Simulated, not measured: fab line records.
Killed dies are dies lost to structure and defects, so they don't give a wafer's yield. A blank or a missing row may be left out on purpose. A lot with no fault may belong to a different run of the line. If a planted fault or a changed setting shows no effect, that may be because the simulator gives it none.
Chamber matching    flow n5-finfet    N5_BEOL_M1_DESCUM_16 on rie-diel-06 has 4 sister chambers
The step chemistry O2, time 7 s. 20 wafers are shown with their chamber, then 10 later ones without.

WAFERS PAIRED WITH THEIR CHAMBERS
wafer   chamber  drypump-motor-current-A (A)  throttle-valve-pct (%)  showerhead-plenum-p-Torr (Torr)
L074.1  3        5.3                          20.55                   1.98
L074.3  0        5.3                          20.71                   2.06
L074.5  1        5.1                          20.62                   1.97
L076.1  0        5.4                          20.70                   2.06
L076.3  3        5.3                          20.53                   1.98
L076.6  2        4.8                          20.60                   2.15
L079.3  2        4.8                          20.60                   2.15
L079.4  3        5.3                          20.56                   1.98
L079.6  0        5.4                          20.74                   2.06
L080.1  2        4.8                          20.60                   2.14
L080.2  1        5.1                          20.16                   2.24
L080.6  3        5.3                          20.57                   1.98
L082.2  3        5.3                          20.56                   1.98
L082.4  3        5.3                          20.58                   1.98
L082.6  3        5.3                          20.55                   1.98
L084.1  1        5.2                          20.19                   2.23
L084.3  0        5.3                          20.73                   2.05
L084.4  1        5.1                          20.19                   2.23
L089.2  3        5.3                          20.60                   1.97
L089.4  3        5.3                          20.59                   1.97

SIGNATURES, as means of the wafers listed above
reading                   chamber 0  chamber 1  chamber 2  chamber 3  scatter within a chamber
drypump-motor-current-A   5.350      5.125      4.800      5.300      0.0331
throttle-valve-pct        20.7200    20.2900    20.6000    20.5656    0.097
showerhead-plenum-p-Torr  2.0575     2.1675     2.1467     1.9778     0.0572
Rule: for a wafer and a chamber, the distance is found by dividing, reading by reading, the gap between the wafer's reading and the chamber's mean by the reading's scatter, squaring, summing and taking the root. The wafer belongs to the nearest chamber; if the next one is less than 2 further off, it can't be placed. The scatter: the root of (the sum of the squares of (reading less its chamber's mean) over the shown wafers, divided by (wafers less chambers)).

WAFERS MISSING THEIR CHAMBER
wafer   drypump-motor-current-A (A)  throttle-valve-pct (%)  showerhead-plenum-p-Torr (Torr)
L089.6  5.3                          20.59                   1.97
L091.2  5.3                          20.58                   1.97
L091.4  5.3                          20.59                   1.97
L091.6  5.3                          20.60                   1.97
L094.4  4.8                          20.10                   2.14
L094.5  5.3                          20.61                   1.97
L094.6  5.3                          20.77                   2.05
L095.1  5.3                          20.61                   1.97
L095.5  4.8                          20.11                   2.14
L095.6  5.3                          20.75                   2.04

WHICH CHAMBER EACH WENT THROUGH
wafer   from the rows above      in truth
L089.6  3                        3
L091.2  3                        3
L091.4  3                        3
L091.6  3                        3
L094.4  2                        2
L094.5  can't be placed: 3 or 0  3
L094.6  can't be placed: 0 or 3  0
L095.1  can't be placed: 3 or 0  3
L095.5  2                        2
L095.6  can't be placed: 0 or 3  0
Correctly placed: 6 of 10. Can't be placed from these rows: 4 (the true chamber is among the candidates in 4). 0 placed wrongly.
